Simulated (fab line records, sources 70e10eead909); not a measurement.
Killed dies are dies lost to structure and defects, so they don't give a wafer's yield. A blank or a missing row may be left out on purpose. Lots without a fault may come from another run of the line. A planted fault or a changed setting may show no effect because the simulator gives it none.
Chamber matching | flow nand_harc | NHARC_A_CHANNEL_FILL_D2_ALD_25 on ald_hk-04: 4 sister chambers
The step deposits SiOx, target thk 60 nm, pulse time 10 s, ald cycles 600. 4 wafers are shown with their chamber, then 8 later ones without.

WAFERS WITH THEIR CHAMBER
wafer  | chamber | heater_power_w (W)
L085.6 | 0       | 457
L089.1 | 2       | 637
L089.2 | 3       | 435
L092.1 | 1       | 520

WAFERS WITHOUT THEIR CHAMBER
wafer  | heater_power_w (W)
L092.5 | 523
L092.6 | 634
L094.1 | 637
L094.2 | 527
L094.5 | 466
L096.3 | 640
L096.5 | 522
L096.6 | 634

WHICH CHAMBER EACH WENT THROUGH
wafer  | from the rows above | in truth
L092.5 | 1                   | 1
L092.6 | 2                   | 2
L094.1 | 2                   | 2
L094.2 | 1                   | 1
L094.5 | 0                   | 0
L096.3 | 2                   | 2
L096.5 | 1                   | 1
L096.6 | 2                   | 2
Placed correctly: 8 of 8. Can't be placed from these rows: 0. Placed wrongly: 0.
How it was worked out, from the rows above alone: a wafer's distance from a chamber is the root of the sum, over the readings, of the square of ((its reading less the chamber's mean) divided by the reading's scatter). The wafer belongs to the nearest chamber; if the next one is less than 2 further off, it can't be placed. A chamber's mean is the mean of its shown wafers. The scatter: with one shown wafer a chamber, the root of the mean of the squares of how far each hidden wafer lies from its nearest shown one.
